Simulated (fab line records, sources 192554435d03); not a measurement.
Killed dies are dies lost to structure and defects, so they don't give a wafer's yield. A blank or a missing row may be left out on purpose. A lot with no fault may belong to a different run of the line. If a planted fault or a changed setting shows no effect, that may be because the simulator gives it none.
Split-lot trial -- flow n5_finfet -- 39 wafers read across 7 lots, on a route 1938 steps long

== ABOUT THE SPLIT ==
At N5_BEOL_M11_CVD_75 (deposits Co from CCTBA/H2, target thk 2 nm, time 138.9 s), the setting target_thk_a was moved away from the recipe's 20 angstrom on 15 of the 39 wafers read, by -52.0% to +50.4%. This setting was run at the recipe's value on the other wafers.

The reading is taken at the split's own step.

== THE READING ==
Co_of_BEOL_M11_CVD_75.thk_nm (the simulator's own value, which no gauge read), in nm, at N5_BEOL_M11_CVD_75 (deposits Co from CCTBA/H2, target thk 2 nm, time 138.9 s). The file gives no usual value for it. Across the 24 wafers here that went through the recipe, the average is 2.0 nm and the standard deviation 0.11 nm.

wafer,"tool, chamber at the split","target_thk_a as run, angstrom",against the recipe,"Co_of_BEOL_M11_CVD_75.thk_nm, nm",against lot-mates on the recipe
L076.1,"cvd_co-01, 0,1",24.92,+24.6%,2.6,+0.6
L076.3,"cvd_co-01, 0,1",24.92,+24.6%,2.6,+0.6
L076.2,"cvd_co-01, 2,2,0",20,recipe,2,-
L076.5,"cvd_co-01, 2,2,0",20,recipe,2,-
L076.6,"cvd_co-01, 2,2,0",20,recipe,2,-
L076.4,"cvd_co-01, 1",24.92,+24.6%,2.4,+0.4
L080.3,"cvd_co-02, 2",20,recipe,2,-
L080.5,"cvd_co-02, 2",20,recipe,2,-
L080.6,"cvd_co-02, 1",20,recipe,2.2,-
L077.1,"cvd_co-02, 0,2,0",20,recipe,2,-
L077.5,"cvd_co-02, 0,2,0",20,recipe,2,-
L077.6,"cvd_co-02, 0,2,0",20,recipe,2,-
L077.2,"cvd_co-02, 2,1,1",9.593,-52.0%,1,-1.0
L077.3,"cvd_co-02, 2,1,1",9.593,-52.0%,1,-1.0
L077.4,"cvd_co-02, 2,1,1",9.593,-52.0%,1,-1.0
L078.1,"cvd_co-01, 1,0,2",23.33,+16.6%,2.2,+0.3
L078.2,"cvd_co-01, 1,0,2",23.33,+16.6%,2.2,+0.3
L078.3,"cvd_co-01, 1,0,2",23.33,+16.6%,2.2,+0.3
L078.4,"cvd_co-01, 1,0",20,recipe,2,-
L078.6,"cvd_co-01, 1,0",20,recipe,2,-
L078.5,"cvd_co-01, 2",20,recipe,1.8,-
L083.1,"cvd_co-01, 2",20,recipe,1.8,-
L083.2,"cvd_co-01, 0",20,recipe,2.2,-
L083.6,"cvd_co-01, 0",20,recipe,2.2,-
L083.3,"cvd_co-01, 1,1,2",20,recipe,2,-
L083.4,"cvd_co-01, 1,1,2",20,recipe,2,-
L083.5,"cvd_co-01, 1,1,2",20,recipe,2,-
L093.1,"cvd_co-01, 2,1",20,recipe,2,-
L093.5,"cvd_co-01, 2,1",20,recipe,2,-
L093.2,"cvd_co-01, 1,2",30.07,+50.4%,3,+0.9
L093.4,"cvd_co-01, 1,2",30.07,+50.4%,3,+0.9
L093.3,"cvd_co-01, 0",30.07,+50.4%,3.2,+1.1
L093.6,"cvd_co-01, 0",20,recipe,2.2,-
L095.1,"cvd_co-01, 2,1",20,recipe,2,-
L095.2,"cvd_co-01, 2,1",20,recipe,2,-
L095.3,"cvd_co-01, 0",20,recipe,2.2,-
L095.4,"cvd_co-01, 0,2,1",24.54,+22.7%,2.6,+0.5
L095.5,"cvd_co-01, 0,2,1",24.54,+22.7%,2.6,+0.5
L095.6,"cvd_co-01, 0,2,1",24.54,+22.7%,2.6,+0.5
Where a row lists several chambers, the file gives one row for several wafers and doesn't say which wafer went through which chamber.

THE FIT
A straight line over all 39 wafers: Co_of_BEOL_M11_CVD_75.thk_nm changes by +0.0202 nm for each +1% of target_thk_a; r = +0.97; the points scatter about the line by 0.11 nm.
The same after taking each lot's own level away (the mean of its wafers on the recipe; 39 wafers): +0.0198 nm for each +1%; r = +0.98; scatter 0.092 nm.
Per that fit: largest target_thk_a move, reading shift of 1 nm.
Measured against the standard deviation above, the lots' own levels, which go from 1.93 to 2.07 nm, span 1.3 times it.
Hence the lot-to-lot level has little effect on the slope; both slopes agree.
Check: -1.03 nm against its lot-mates is what the line predicts for one of the wafers moved furthest among these (-52.0%) when that wafer is left out of the fit. It came out at -1 nm against them.

== FILE'S OWN FIT ==
Co_of_BEOL_M11_CVD_75.thk_nm changes by +0.0199 nm for each +1% of target_thk_a, r = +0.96.
